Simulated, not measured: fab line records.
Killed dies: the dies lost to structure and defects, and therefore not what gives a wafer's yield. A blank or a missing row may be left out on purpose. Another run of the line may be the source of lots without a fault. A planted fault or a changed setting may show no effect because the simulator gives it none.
Split-lot trial ; flow n5_finfet ; 21 wafers read from 7 lots, route of 1938 steps

SPLIT DETAILS
At N5_SD_EPI_P_COAT_03 (resist thk 150 nm), the setting spin_rpm was moved away from the recipe's 1500 rpm on 7 of the 21 wafers read, by -9.5% to +6.7%. All remaining wafers had this setting at the recipe value.

FROM THE SPLIT TO THE READING: what the file shows between them, 3 steps
- N5_SD_EPI_P_EBR_05
- N5_SD_EPI_P_SOFTBAKE_04: time 60 s
- N5_SD_EPI_P_DESCUM_14: chemistry O2, time 7.9 s

THE READING
CAR-ArF-block_of_SD_EPI_P_COAT_03.thk_nm (the simulator's own value, which no gauge read), in nm, at N5_SD_EPI_P_ETCH_36 (etches SiARC in CF4, target depth 45.5 nm, time 75.8 s). The file gives no usual value for it. Across the 14 wafers here that went through the recipe, the average is 110.9 nm and the standard deviation 0.48 nm.

wafer;tool, chamber at the split;spin_rpm as run, rpm;against the recipe;CAR-ArF-block_of_SD_EPI_P_COAT_03.thk_nm, nm;against lot-mates on the recipe
L075.4;litho_track-02, 0;1389;-7.4%;116.6;+5.8
L075.5;litho_track-02, 0;1500;recipe;110.8;-
L075.6;litho_track-02, 0;1389;-7.4%;116.4;+5.6
L076.1;litho_track-05, 0;1500;recipe;110.6;-
L076.3;litho_track-05, 0;1500;recipe;110.2;-
L076.6;litho_track-05, 0;1500;recipe;110.8;-
L077.1;litho_track-02, 0;1358;-9.5%;119;+7.4
L077.2;litho_track-02, 0;1358;-9.5%;119;+7.4
L077.5;litho_track-02, 0;1500;recipe;111.6;-
L078.1;litho_track-01, 0;1387;-7.5%;117.2;+6.3
L078.4;litho_track-01, 0;1500;recipe;111;-
L078.5;litho_track-01, 0;1500;recipe;110.8;-
L092.3;litho_track-02, 0;1403;-6.5%;115.6;+5.2
L092.4;litho_track-02, 0;1500;recipe;110;-
L092.5;litho_track-02, 0;1500;recipe;110.8;-
L095.3;litho_track-05, 0;1500;recipe;110.8;-
L095.4;litho_track-05, 0;1500;recipe;110.8;-
L095.5;litho_track-05, 0;1500;recipe;110.8;-
L096.1;litho_track-02, 0;1500;recipe;111.6;-
L096.2;litho_track-02, 0;1500;recipe;111.8;-
L096.4;litho_track-02, 0;1600;+6.7%;107.6;-4.1

THE FIT
A straight line over all 21 wafers: CAR-ArF-block_of_SD_EPI_P_COAT_03.thk_nm changes by -0.762 nm for each +1% of spin_rpm; r = -0.98; the points scatter about the line by 0.64 nm.
The same after taking each lot's own level away (the mean of its wafers on the recipe; 21 wafers): -0.76 nm for each +1%; r = -1.00; scatter 0.3 nm.
The reading moves by 7.2 nm for the largest change in spin_rpm, on that fit.
Across the lots, their own levels run from 110.40 to 111.70 nm, a range of 2.7 times the standard deviation given above.
Consequently the slope shifts little with the lot-to-lot level, the two slopes agreeing.
Check: for one of the wafers moved furthest among these (-9.5%), held out of the fit, the line's prediction against its lot-mates is +7.29 nm. Against them it came out at +7.4 nm.

THE WHOLE CHAIN: every reading that the file lists as answering this split, in the file's order
step;what it does;reading;change (the file's fit);r (the file's)
N5_SD_EPI_P_COAT_03;resist thk 150 nm;CAR-ArF-block_of_SD_EPI_P_COAT_03.thk_nm (the simulator's own value, which no gauge read);-0.776 nm for each +1% of the setting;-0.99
N5_SD_EPI_P_ETCH_36;etches SiARC in CF4, target depth 45.5 nm, time 75.8 s;CAR-ArF-block_of_SD_EPI_P_COAT_03.thk_nm (the simulator's own value, which no gauge read);-0.768 nm for each +1% of the setting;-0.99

FILE'S OWN FIT
CAR-ArF-block_of_SD_EPI_P_COAT_03.thk_nm changes by -0.768 nm for each +1% of spin_rpm, r = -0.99.
